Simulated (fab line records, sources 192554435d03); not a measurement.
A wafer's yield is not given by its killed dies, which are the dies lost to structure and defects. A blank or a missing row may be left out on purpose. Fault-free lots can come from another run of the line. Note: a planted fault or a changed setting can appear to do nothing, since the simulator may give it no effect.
fab line records	flow n5Finfet
record: lots: 24	wafers: 72	lastDay: 19
route steps=1938 shown BEOL_M0_SAQP@691 BEOL_M0@716
lots untouched by any fault: they come from a run of this same line in which no faults occurred
startH: the number of hours between the record's first day and the start of the first shown wafer of the lot	waitH: time in hours since the lot's previous step	" unchanged from the row above	L1.1+2: a single row standing in for several wafers	- no value, or no start given	* or withheld: withheld	< > ~ a bound
route shown NAME@n: names a module that has steps shown in the file, with the first one's number in the route	usual: mean and standard deviation over wafers with no fault	same: alike in all rows	chamber/n: place in a boat	sites: each site's reading	_std_site: how widely they spread, as a standard deviation	_edge_site: inner sites' mean taken away from outer sites' mean	radiusMm: how far each site lies from the wafer's centre	mask NAME#n: copy n	behind: the most recent tool/chamber to have shaped the wafer	hold: why the lot was held/for how many hours/how that ended	device: which transistor (n, p or np) failed to switch	end of line: the same wafers' tests at the end of the route	where a step has no rows: the recipe by itself	killed: dies lost to structure and defects at the first sort, not the wafer's yield	map: a wafer's dies, marking killed ones x, the rest . and places with no die _
set.NAME: the setting the step ran with; set.NAME@STEP: the setting that earlier step ran with	model.NAME: the simulator's own value behind a step, which no gauge read
a sample of lots followed through the steps of the route, with each step as a table and each wafer as a row
services: the hour from which a tool's chamber was out of use, counted from the record's first day as startH (under 0 if before that day), plus the number of hours and why
== steps ==
step: N5_BEOL_M0_SAQP_INSPECT_42
recipe: mode: adi	inspectInstrument: brightfield
usual: rawDefectCount: 292/74
lot.wafer	tool	chamber	startH	waitH	rawDefectCount
L074.2	defectInspect-02	-	113.36	0.1	232
L074.3	"	-	"	"	229
L074.5	"	-	"	"	429
L075.3	defectInspect-02	-	117.45	0.0	226
L075.4	"	-	"	"	326
L075.6	"	-	"	"	356
L076.1	defectInspect-01	-	125.84	0.1	281
L076.2	"	-	"	"	257
L076.6	"	-	"	"	372
L077.3	defectInspect-01	-	132.09	0.0	341
L077.4	"	-	"	"	262
L077.5	"	-	"	"	348
L078.1	defectInspect-02	-	135.44	0.1	328
L078.2	"	-	"	"	261
L078.4	"	-	"	"	287
L079.1	defectInspect-02	-	141.78	0.1	230
L079.3	"	-	"	"	353
L079.6	"	-	"	"	171
L080.1	defectInspect-01	-	146.31	0.1	303
L080.2	"	-	"	"	341
L080.6	"	-	"	"	316
L081.1	defectInspect-01	-	152.48	0.1	236
L081.4	"	-	"	"	247
L081.6	"	-	"	"	163
L082.2	defectInspect-01	-	167.85	0.0	433
L082.4	"	-	"	"	446
L082.5	"	-	"	"	234
L083.2	defectInspect-02	-	168.37	0.0	205
L083.3	"	-	"	"	231
L083.4	"	-	"	"	275
L084.4	defectInspect-01	-	177.51	0.0	251
L084.5	"	-	"	"	197
L084.6	"	-	"	"	128
L085.3	defectInspect-01	-	180.82	0.0	325
L085.4	"	-	"	"	265
L085.5	"	-	"	"	309
L086.1	defectInspect-02	-	185.47	0.1	286
L086.3	"	-	"	"	345
L086.5	"	-	"	"	238
L087.3	defectInspect-01	-	187.58	0.0	286
L087.4	"	-	"	"	396
L087.6	"	-	"	"	287
L088.1	defectInspect-02	-	198.07	0.1	228
L088.3	"	-	"	"	317
L088.4	"	-	"	"	169
L089.1	defectInspect-02	-	203.53	0.1	324
L089.2	"	-	"	"	405
L089.6	"	-	"	"	363
L090.1	defectInspect-01	-	207.45	0.1	232
L090.2	"	-	"	"	197
L090.4	"	-	"	"	160
L091.4	defectInspect-02	-	212.88	0.0	398
L091.5	"	-	"	"	296
L091.6	"	-	"	"	303
L092.1	defectInspect-02	-	218.56	0.1	217
L092.3	"	-	"	"	313
L092.4	"	-	"	"	250
L093.1	defectInspect-02	-	225.82	0.1	300
L093.2	"	-	"	"	281
L093.5	"	-	"	"	281
L094.1	defectInspect-02	-	233.15	0.1	238
L094.3	"	-	"	"	211
L094.5	"	-	"	"	258
L095.4	defectInspect-02	-	243.32	0.0	267
L095.5	"	-	"	"	306
L095.6	"	-	"	"	273
L096.3	defectInspect-01	-	245.41	0.0	334
L096.5	"	-	"	"	258
L096.6	"	-	"	"	397
L097.2	defectInspect-01	-	256.29	0.0	469
L097.3	"	-	"	"	325
L097.5	"	-	"	"	428
step: N5_BEOL_M0_SAQP_CUT_ETCH_46
recipe: chemistry: N2/H2	target: SOC	targetDepthA: 1350	overetchA: 270	tempC: 40	timeS: 202.5	ionEnergyEv: 200	maskMaterial: SiARC	pressureMtorr: 30	sourceW: 840	biasW: 150	n2FlowSccm: 200	h2FlowSccm: 200
usual: drypumpMotorCurrentA: 5.75/0.26	n2FlowSccm: 200.0/0.65	rfVppV: 523.0/2.4	showerheadPlenumPTorr: 2.51/0.091	throttleValvePct: 17.85/0.2
lot.wafer	tool	chamber	startH	waitH	drypumpMotorCurrentA	n2FlowSccm	rfHoursCounterH	rfVppV	showerheadPlenumPTorr	throttleValvePct
L074.2	rieDiel-06	2	113.58	0.0	5.35	199.9	236	519.9	2.43	18.28
L074.3	"	1	"	"	5.64	199.7	147	521.6	2.46	17.88
L074.5	"	0	"	"	5.56	199.6	-	521.8	2.49	17.63
L075.3	rieDiel-03	3	117.56	0.0	5.69	200.7	149	522.3	2.45	18.05
L075.4	"	3	"	"	5.70	200.3	-	520.5	2.45	18.06
L075.6	"	1	"	"	5.91	200.0	-	523.1	2.57	17.90
L076.1	rieDiel-05	3	125.96	0.0	6.00	200.9	53	526.1	2.61	18.09
L076.2	"	2	"	"	5.33	199.9	180	523.8	2.50	17.61
L076.6	"	2	"	"	5.33	200.1	-	523.9	2.50	17.61
L077.3	rieDiel-03	3	132.21	0.0	5.71	200.5	155	520.8	2.45	18.06
L077.4	"	1	"	"	5.92	200.6	-	524.9	2.57	17.90
L077.5	"	3	"	"	5.71	199.3	-	520.9	2.45	18.08
L078.1	rieDiel-06	2	135.56	0.0	5.35	200.0	241	520.0	2.43	18.31
L078.2	"	3	"	"	5.87	199.7	126	520.8	2.43	17.61
L078.4	"	0	"	"	5.56	200.2	24	521.8	2.49	17.62
L079.1	rieDiel-05	3	141.95	0.0	5.97	200.7	58	526.6	2.61	18.10
L079.3	"	0	"	"	5.52	199.3	3	526.3	2.62	18.05
L079.6	"	1	"	"	5.79	199.0	-	527.2	2.66	17.74
L080.1	rieDiel-03	2	146.42	0.0	6.05	200.1	189	521.2	2.42	17.73
L080.2	"	1	"	"	5.96	200.6	130	523.6	2.57	17.92
L080.6	"	2	"	"	6.04	198.9	-	522.0	2.42	17.73
L081.1	rieDiel-03	3	152.60	0.0	5.70	200.1	163	519.9	2.45	18.08
L081.4	"	1	"	"	6.03	200.4	-	523.9	2.56	17.91
L081.6	"	2	"	"	6.06	199.2	-	520.2	2.42	17.74
L082.2	rieDiel-05	3	167.97	0.0	5.94	199.6	64	524.2	2.60	18.13
L082.4	"	2	"	"	5.34	200.8	190	522.5	2.49	17.65
L082.5	"	0	"	"	5.52	199.7	-	527.0	2.62	18.07
L083.2	rieDiel-05	3	169.02	0.0	5.98	199.6	64	525.3	2.60	18.11
L083.3	"	1	"	"	5.81	200.4	155	526.7	2.65	17.75
L083.4	"	0	"	"	5.50	199.0	10	525.1	2.62	18.06
L084.4	rieDiel-05	1	177.62	0.0	5.73	200.2	158	526.7	2.65	17.75
L084.5	"	3	"	"	5.95	200.4	-	523.1	2.60	18.11
L084.6	"	0	"	"	5.49	198.4	-	524.8	2.62	18.07
L085.3	rieDiel-06	3	181.07	0.0	5.87	200.5	135	521.3	2.43	17.63
L085.4	"	1	"	"	5.65	200.1	167	522.2	2.45	17.94
L085.5	"	3	"	"	5.89	200.5	-	520.6	2.43	17.63
L086.1	rieDiel-05	2	185.59	0.0	5.32	199.8	195	522.6	2.49	17.64
L086.3	"	3	"	"	5.96	200.3	69	524.6	2.60	18.12
L086.5	"	2	"	"	5.33	199.7	-	523.5	2.49	17.64
L087.3	rieDiel-06	0	187.70	0.0	5.57	200.2	38	521.7	2.48	17.63
L087.4	"	3	"	"	5.89	199.4	-	520.3	2.43	17.66
L087.6	"	1	"	"	5.66	200.0	-	520.7	2.45	17.93
L088.1	rieDiel-03	0	199.11	0.0	6.41	200.5	15	522.1	2.48	17.56
L088.3	"	1	"	"	5.97	200.3	146	523.8	2.56	17.94
L088.4	"	3	"	"	5.71	200.5	178	520.5	2.44	18.10
L089.1	rieDiel-05	0	203.65	0.0	5.52	200.4	22	522.9	2.61	18.08
L089.2	"	1	"	"	5.76	199.1	167	526.8	2.65	17.78
L089.6	"	1	"	"	5.80	200.0	-	527.8	2.65	17.77
L090.1	rieDiel-06	0	207.93	0.0	5.57	200.5	45	522.4	2.48	17.65
L090.2	"	3	"	"	5.86	198.6	144	521.1	2.42	17.67
L090.4	"	0	"	"	5.58	200.0	-	521.6	2.48	17.64
L091.4	rieDiel-06	3	213.16	0.0	5.86	200.5	145	521.4	2.42	17.65
L091.5	"	3	"	"	5.85	200.2	-	522.1	2.42	17.69
L091.6	"	2	"	"	5.35	199.5	-	529.0	2.75	17.82
L092.1	rieDiel-05	0	218.99	0.0	5.51	199.6	28	525.6	2.61	18.11
L092.3	"	3	"	"	5.92	200.1	80	524.4	2.60	18.14
L092.4	"	2	"	"	5.34	200.2	205	524.4	2.49	17.64
L093.1	rieDiel-03	0	225.94	0.0	6.42	199.9	24	523.7	2.47	17.58
L093.2	"	1	"	"	5.93	199.9	156	523.8	2.55	17.95
L093.5	"	2	"	"	6.05	199.9	-	520.5	2.41	17.77
L094.1	rieDiel-06	1	233.27	0.0	5.66	199.4	182	520.6	2.44	17.97
L094.3	"	3	"	"	5.85	200.6	149	519.9	2.42	17.66
L094.5	"	3	"	"	5.86	201.2	-	521.2	2.42	17.66
L095.4	rieDiel-03	0	243.44	0.0	6.43	198.9	30	521.6	2.47	17.59
L095.5	"	3	"	"	5.71	199.1	-	519.8	2.44	18.12
L095.6	"	0	"	"	6.42	199.6	-	522.4	2.47	17.59
L096.3	rieDiel-03	0	245.52	0.0	6.43	200.0	30	522.0	2.47	17.58
L096.5	"	2	"	"	6.06	198.8	-	519.7	2.41	17.77
L096.6	"	3	"	"	5.71	200.7	-	521.6	2.44	18.12
L097.2	rieDiel-06	0	256.51	0.0	5.57	200.1	61	522.4	2.47	17.66
L097.3	"	3	"	"	5.89	199.3	158	522.5	2.42	17.67
L097.5	"	2	"	"	5.34	199.6	-	529.2	2.74	17.84
step: N5_BEOL_M0_SAQP_ALD_48
recipe: material: SiO2	targetThkA: 200	tempC: 100	aldPrecursorFamily: BDEAS	aldCoReactant: O2-plasma	pulseTimeS: 1	coReactantPulseTimeS: 1	purgeTimeS: 2	coReactantPurgeTimeS: 2	aldCycles: 139	pressureTorr: 2
usual: heaterPowerW: 77/4.6	precursorPulseHeightRel: 1.002/0.018
lot.wafer	tool	chamber	startH	waitH	heaterPowerW	precursorPulseHeightRel
L074.2	aldSin-04	2	113.78	0.0	70	0.991
L074.3	"	3	"	"	80	0.998
L074.5	"	3	"	"	81	0.994
L075.3	aldSin-02	1	117.76	0.0	82	0.982
L075.4	"	2	"	"	72	0.987
L075.6	"	3	"	"	84	1.000
L076.1	aldSin-04	3	126.16	0.0	79	1.007
L076.2	"	2	"	"	70	1.000
L076.6	"	0	"	"	76	1.005
L077.3	aldSin-04	0	132.54	0.2	76	1.020
L077.4	"	2	"	"	70	1.046
L077.5	"	3	"	"	81	0.979
L078.1	aldSin-02	0	135.76	0.0	74	1.023
L078.2	"	3	"	"	84	0.996
L078.4	"	2	"	"	71	0.997
L079.1	aldSin-01	0	142.15	0.0	80	0.997
L079.3	"	3	"	"	82	1.019
L079.6	"	1	"	"	76	0.980
L080.1	aldSin-02	0	147.48	0.9	71	1.000
L080.2	"	3	"	"	83	0.976
L080.6	"	0	"	"	72	1.020
L081.1	aldSin-01	3	153.34	0.6	80	0.997
L081.4	"	0	"	"	81	0.974
L081.6	"	3	"	"	83	0.973
L082.2	aldSin-04	3	168.17	0.0	79	0.993
L082.4	"	3	"	"	80	0.999
L082.5	"	0	"	"	76	1.008
L083.2	aldSin-01	0	169.22	0.0	83	1.029
L083.3	"	3	"	"	83	1.013
L083.4	"	2	"	"	75	1.010
L084.4	aldSin-04	3	178.07	0.3	79	1.020
L084.5	"	0	"	"	75	0.997
L084.6	"	2	"	"	70	1.037
L085.3	aldSin-01	0	181.97	0.7	82	0.987
L085.4	"	1	"	"	76	1.022
L085.5	"	0	"	"	82	0.990
L086.1	aldSin-02	0	185.79	0.0	72	0.989
L086.3	"	2	"	"	71	1.007
L086.5	"	2	"	"	70	1.016
L087.3	aldSin-02	2	187.90	0.0	72	0.991
L087.4	"	0	"	"	71	1.035
L087.6	"	2	"	"	72	0.992
L088.1	aldSin-04	3	199.32	0.0	80	0.991
L088.3	"	0	"	"	74	0.980
L088.4	"	2	"	"	72	1.002
L089.1	aldSin-04	0	203.85	0.0	76	0.998
L089.2	"	2	"	"	70	1.015
L089.6	"	2	"	"	70	1.011
L090.1	aldSin-04	2	208.13	0.0	73	0.980
L090.2	"	3	"	"	80	0.964
L090.4	"	0	"	"	75	1.008
L091.4	aldSin-01	1	213.39	0.1	79	1.043
L091.5	"	2	"	"	73	1.008
L091.6	"	1	"	"	77	1.012
L092.1	aldSin-01	2	219.19	0.0	72	1.007
L092.3	"	0	"	"	83	0.980
L092.4	"	1	"	"	79	0.994
L093.1	aldSin-01	0	226.14	0.0	81	0.996
L093.2	"	1	"	"	78	0.999
L093.5	"	2	"	"	74	0.975
L094.1	aldSin-01	1	234.15	0.7	77	1.017
L094.3	"	3	"	"	79	0.968
L094.5	"	3	"	"	83	0.985
L095.4	aldSin-01	0	243.64	0.0	82	0.977
L095.5	"	2	"	"	75	1.027
L095.6	"	3	"	"	81	0.958
L096.3	aldSin-04	3	245.72	0.0	82	1.004
L096.5	"	0	"	"	75	0.995
L096.6	"	3	"	"	78	1.020
L097.2	aldSin-02	3	256.71	0.0	84	0.976
L097.3	"	0	"	"	72	1.028
L097.5	"	3	"	"	82	1.028
step: N5_BEOL_M0_HM_OPEN_105
recipe: chemistry: Cl2/BCl3	targetDepthA: 120	target: TiN	ionEnergyEv: 150	pressureMtorr: 10	icpW: 1000	biasW: 126	Cl2_flow_sccm: 53.25	bcl3FlowSccm: 21.75	Ar_flow_sccm: 25
usual: drypumpMotorCurrentA: 5.2/0.54	oesProductAu: 0.75/0.068	throttleValvePct: 22.01/0.11
lot.wafer	tool	chamber	startH	waitH	drypumpMotorCurrentA	oesProductAu	rfHoursCounterH	throttleValvePct
L074.2	rieMetal-01	0	115.21	0.1	6.3	0.74	63	22.07
L074.3	"	0	"	"	6.3	0.74	-	22.08
L074.5	"	1	"	"	4.8	0.85	-	21.92
L075.3	rieMetal-02	1	121.71	2.7	4.7	0.75	-	21.99
L075.4	"	0	"	"	5.9	0.61	-	22.03
L075.6	"	0	"	"	5.8	0.61	-	22.04
L076.1	rieMetal-01	0	129.59	1.6	6.3	0.74	64	22.08
L076.2	"	1	"	"	4.8	0.84	28	21.94
L076.6	"	1	"	"	4.9	0.83	-	21.95
L077.3	rieMetal-02	0	136.34	2.3	5.8	0.60	-	22.06
L077.4	"	1	"	"	4.7	0.75	-	21.99
L077.5	"	1	"	"	4.7	0.74	-	22.01
L078.1	rieMetal-02	1	138.07	0.3	4.7	0.75	39	21.99
L078.2	"	0	"	"	5.8	0.60	123	22.07
L078.4	"	1	"	"	4.7	0.75	-	22.00
L080.1	rieMetal-01	1	150.85	2.2	4.9	0.83	29	21.92
L080.2	"	0	"	"	6.3	0.74	66	22.05
L080.6	"	0	"	"	6.2	0.74	-	22.07
L079.1	rieMetal-03	1	151.64	8.3	4.9	0.77	41	22.16
L079.3	"	0	"	"	5.5	0.81	-	21.86
L079.6	"	1	"	"	4.9	0.76	-	22.16
L081.1	rieMetal-03	0	155.09	0.5	5.5	0.81	31	21.88
L081.4	"	0	"	"	5.5	0.81	-	21.88
L081.6	"	0	"	"	5.5	0.81	-	21.87
L083.2	rieMetal-01	1	170.91	0.3	4.9	0.83	31	21.94
L083.3	"	1	"	"	4.9	0.83	-	21.94
L083.4	"	0	"	"	6.3	0.74	-	22.09
L082.2	rieMetal-02	1	171.26	1.5	4.7	0.74	42	22.00
L082.4	"	0	"	"	5.8	0.60	-	22.06
L082.5	"	0	"	"	5.8	0.60	-	22.06
L084.4	rieMetal-03	1	179.74	0.7	4.9	0.75	-	22.19
L084.5	"	1	"	"	4.9	0.75	-	22.19
L084.6	"	0	"	"	5.5	0.80	-	21.88
L085.3	rieMetal-01	0	183.88	0.6	6.3	0.73	-	22.09
L085.4	"	1	"	"	4.8	0.82	-	21.95
L085.5	"	0	"	"	6.3	0.73	-	22.07
L086.1	rieMetal-03	0	187.95	0.9	5.4	0.81	34	21.87
L086.3	"	0	"	"	5.5	0.82	-	21.85
L086.5	"	1	"	"	4.9	0.75	-	22.18
L087.3	rieMetal-03	1	189.45	0.1	4.9	0.76	-	22.16
L087.4	"	0	"	"	5.5	0.81	-	21.86
L087.6	"	0	"	"	5.5	0.81	-	21.84
L088.1	rieMetal-01	1	200.79	0.1	4.9	0.82	33	21.96
L088.3	"	1	"	"	4.9	0.82	-	21.94
L088.4	"	0	"	"	6.3	0.73	-	22.08
L089.1	rieMetal-03	0	207.40	2.2	5.5	0.80	35	21.86
L089.2	"	1	"	"	4.9	0.75	45	22.18
L089.6	"	0	"	"	5.5	0.80	-	21.86
L090.1	rieMetal-03	0	212.24	2.4	5.5	0.80	35	21.88
L090.2	"	1	"	"	4.9	0.75	46	22.20
L090.4	"	1	"	"	4.9	0.74	-	22.19
L091.4	rieMetal-02	0	215.00	0.3	5.8	0.60	-	22.07
L091.5	"	1	"	"	4.7	0.74	-	21.99
L091.6	"	0	"	"	5.8	0.58	-	22.07
L092.1	rieMetal-03	0	223.64	3.0	5.4	0.80	37	21.86
L092.3	"	1	"	"	4.9	0.74	-	22.19
L092.4	"	0	"	"	5.5	0.80	-	21.88
L093.1	rieMetal-02	1	228.03	0.5	4.7	0.74	47	21.99
L093.2	"	1	"	"	4.7	0.74	-	21.98
L093.5	"	1	"	"	4.7	0.74	-	21.99
L094.1	rieMetal-02	1	238.61	3.2	4.7	0.72	48	22.01
L094.3	"	1	"	"	4.7	0.72	-	22.03
L094.5	"	1	"	"	4.7	0.72	-	22.00
L095.4	rieMetal-03	0	246.38	1.3	5.5	0.79	-	21.89
L095.5	"	0	"	"	5.5	0.79	-	21.87
L095.6	"	1	"	"	4.9	0.74	-	22.21
L096.3	rieMetal-02	1	249.68	2.7	4.7	0.72	-	22.00
L096.5	"	1	"	"	4.7	0.73	-	22.00
L096.6	"	1	"	"	4.7	0.73	-	22.01
L097.2	rieMetal-02	1	260.46	2.1	4.7	0.73	50	22.01
L097.3	"	1	"	"	4.7	0.73	-	21.98
L097.5	"	0	"	"	5.8	0.94	-	21.82
step: N5_BEOL_M0_PRE_CLEAN_113
recipe: gas: H2/He	timeS: 30	tempC: 250
usual: heaterPowerW: 331/31
lot.wafer	tool	chamber	startH	waitH	heaterPowerW
L074.2	pvdSputter-01	-	116.35	0.0	306
L074.3	"	-	"	"	334
L074.5	"	-	"	"	309
L075.3	pvdSputter-03	-	122.68	0.0	297
L075.4	"	-	"	"	339
L075.6	"	-	"	"	330
L076.1	pvdSputter-02	-	130.81	0.0	400
L076.2	"	-	"	"	364
L076.6	"	-	"	"	344
L077.3	pvdSputter-01	-	138.85	0.0	306
L077.4	"	-	"	"	312
L077.5	"	-	"	"	302
L078.1	pvdSputter-01	-	139.33	0.0	299
L078.2	"	-	"	"	355
L078.4	"	-	"	"	318
L080.1	pvdSputter-01	-	151.98	0.0	357
L080.2	"	-	"	"	336
L080.6	"	-	"	"	330
L079.1	pvdSputter-01	-	152.99	0.0	300
L079.3	"	-	"	"	338
L079.6	"	-	"	"	303
L081.1	pvdSputter-01	-	156.77	0.0	299
L081.4	"	-	"	"	301
L081.6	"	-	"	"	331
L083.2	pvdSputter-02	-	172.17	0.0	360
L083.3	"	-	"	"	391
L083.4	"	-	"	"	338
L082.2	pvdSputter-02	-	172.63	0.0	336
L082.4	"	-	"	"	392
L082.5	"	-	"	"	362
L084.4	pvdSputter-02	-	181.07	0.0	321
L084.5	"	-	"	"	318
L084.6	"	-	"	"	363
L085.3	pvdSputter-03	-	187.47	0.0	351
L085.4	"	-	"	"	334
L085.5	"	-	"	"	352
L086.1	pvdSputter-02	-	189.60	0.0	366
L086.3	"	-	"	"	332
L086.5	"	-	"	"	324
L087.3	pvdSputter-02	-	190.92	0.0	315
L087.4	"	-	"	"	337
L087.6	"	-	"	"	316
L088.1	pvdSputter-03	-	202.97	0.0	343
L088.3	"	-	"	"	297
L088.4	"	-	"	"	265
L089.1	pvdSputter-03	-	211.47	0.0	298
L089.2	"	-	"	"	344
L089.6	"	-	"	"	342
L090.1	pvdSputter-02	-	215.13	0.0	366
L090.2	"	-	"	"	353
L090.4	"	-	"	"	313
L091.4	pvdSputter-01	-	217.62	0.0	331
L091.5	"	-	"	"	333
L091.6	"	-	"	"	309
L092.1	pvdSputter-02	-	225.19	0.0	343
L092.3	"	-	"	"	359
L092.4	"	-	"	"	324
L093.1	pvdSputter-03	-	230.54	0.0	331
L093.2	"	-	"	"	290
L093.5	"	-	"	"	337
L094.1	pvdSputter-01	-	240.03	0.0	341
L094.3	"	-	"	"	364
L094.5	"	-	"	"	304
L095.4	pvdSputter-02	-	247.49	0.0	321
L095.5	"	-	"	"	339
L095.6	"	-	"	"	389
L096.3	pvdSputter-03	-	251.39	0.0	335
L096.5	"	-	"	"	268
L096.6	"	-	"	"	339
L097.2	pvdSputter-03	-	261.82	0.0	263
L097.3	"	-	"	"	327
L097.5	"	-	"	"	298
step: N5_BEOL_M0_RS_MEAS_126
recipe: thkMeasGauge: four-point-probe	reads: Co_of_BEOL_M0_CO_CAP_123+Cu_of_BEOL_M0_ECD_118+Co_of_BEOL_M0_CVD_115+TaN_of_BEOL_M0_ALD_136
usual: M0_RS: 0.535/0.026
lot.wafer	tool	chamber	startH	waitH	M0_RS[ohm/sq]
L074.2	filmMetro-01	-	118.60	0.1	0.525
L074.3	"	-	"	"	0.522
L074.5	"	-	"	"	0.539
L075.3	filmMetro-01	-	128.27	0.1	0.527
L075.4	"	-	"	"	0.528
L075.6	"	-	"	"	0.560
L076.1	filmMetro-01	-	132.92	0.0	0.532
L076.2	"	-	"	"	0.569
L076.6	"	-	"	"	0.571
L077.3	filmMetro-01	-	140.90	0.1	0.584
L077.4	"	-	"	"	0.516
L077.5	"	-	"	"	0.504
L078.1	filmMetro-01	-	142.38	0.0	0.549
L078.2	"	-	"	"	0.549
L078.4	"	-	"	"	0.527
L080.1	filmMetro-01	-	154.01	0.0	0.516
L080.2	"	-	"	"	0.509
L080.6	"	-	"	"	0.481
L079.1	filmMetro-01	-	156.98	0.0	0.529
L079.3	"	-	"	"	0.528
L079.6	"	-	"	"	0.534
L081.1	filmMetro-01	-	160.59	0.0	0.529
L081.4	"	-	"	"	0.504
L081.6	"	-	"	"	0.512
L083.2	filmMetro-01	-	174.23	0.1	0.539
L083.3	"	-	"	"	0.585
L083.4	"	-	"	"	0.504
L082.2	filmMetro-01	-	175.90	0.1	0.525
L082.4	"	-	"	"	0.514
L082.5	"	-	"	"	0.499
L084.4	filmMetro-02	-	183.73	0.0	0.524
L084.5	"	-	"	"	0.568
L084.6	"	-	"	"	0.521
L085.3	filmMetro-02	-	189.72	0.1	0.564
L085.4	"	-	"	"	0.497
L085.5	"	-	"	"	0.543
L086.1	filmMetro-02	-	192.07	0.0	0.580
L086.3	"	-	"	"	0.533
L086.5	"	-	"	"	0.579
L087.3	filmMetro-02	-	194.42	0.1	0.525
L087.4	"	-	"	"	0.579
L087.6	"	-	"	"	0.518
L088.1	filmMetro-02	-	209.17	0.1	0.523
L088.3	"	-	"	"	0.545
L088.4	"	-	"	"	0.522
L089.1	filmMetro-02	-	214.23	0.0	0.539
L089.2	"	-	"	"	0.560
L089.6	"	-	"	"	0.530
L090.1	filmMetro-02	-	217.51	0.0	0.579
L090.2	"	-	"	"	0.581
L090.4	"	-	"	"	0.526
L091.4	filmMetro-01	-	219.98	0.1	0.514
L091.5	"	-	"	"	0.524
L091.6	"	-	"	"	0.504
L092.1	filmMetro-02	-	228.68	0.0	0.504
L092.3	"	-	"	"	0.527
L092.4	"	-	"	"	0.510
L093.1	filmMetro-02	-	232.64	0.0	0.566
L093.2	"	-	"	"	0.535
L093.5	"	-	"	"	0.535
L094.1	filmMetro-01	-	242.22	0.0	0.543
L094.3	"	-	"	"	0.538
L094.5	"	-	"	"	0.533
L095.4	filmMetro-02	-	251.32	0.0	0.542
L095.5	"	-	"	"	0.571
L095.6	"	-	"	"	0.526
L096.3	filmMetro-02	-	254.18	0.1	0.559
L096.5	"	-	"	"	0.509
L096.6	"	-	"	"	0.582
L097.2	filmMetro-01	-	264.23	0.1	0.563
L097.3	"	-	"	"	0.532
L097.5	"	-	"	"	0.500
== services ==
tool	chamber	startH	hours	kind
rieDiel-06	-	90.88	0.7	repair
aldSin-04	-	92.52	0.4	repair
rieMetal-03	1	94.94	8.2	repair
aldSin-02	0	95.73	15.3	repair
aldSin-04	0	99.25	-	clean
aldSin-04	1	99.25	-	clean
aldSin-04	2	99.25	-	clean
rieMetal-03	1	103.40	16.7	repair
aldSin-01	2	133.41	14.0	repair
pvdSputter-03	-	138.10	13.5	repair
rieDiel-03	1	154.43	5.8	repair
aldSin-04	-	155.76	12.3	repair
rieDiel-06	3	165.87	11.5	repair
pvdSputter-02	-	177.90	0.7	repair
rieDiel-06	2	182.28	6.3	repair
rieDiel-03	3	204.13	13.8	repair
rieDiel-06	-	216.83	4.3	pm
aldSin-04	-	224.66	6.1	pm
rieDiel-05	3	228.51	2.4	repair
aldSin-02	3	233.16	5.3	repair
rieDiel-06	2	235.86	5.7	repair
rieMetal-01	1	240.63	35.6	repair
rieMetal-03	-	246.78	0.1	repair
rieDiel-05	-	249.68	4.3	pm
== key ==
fault none
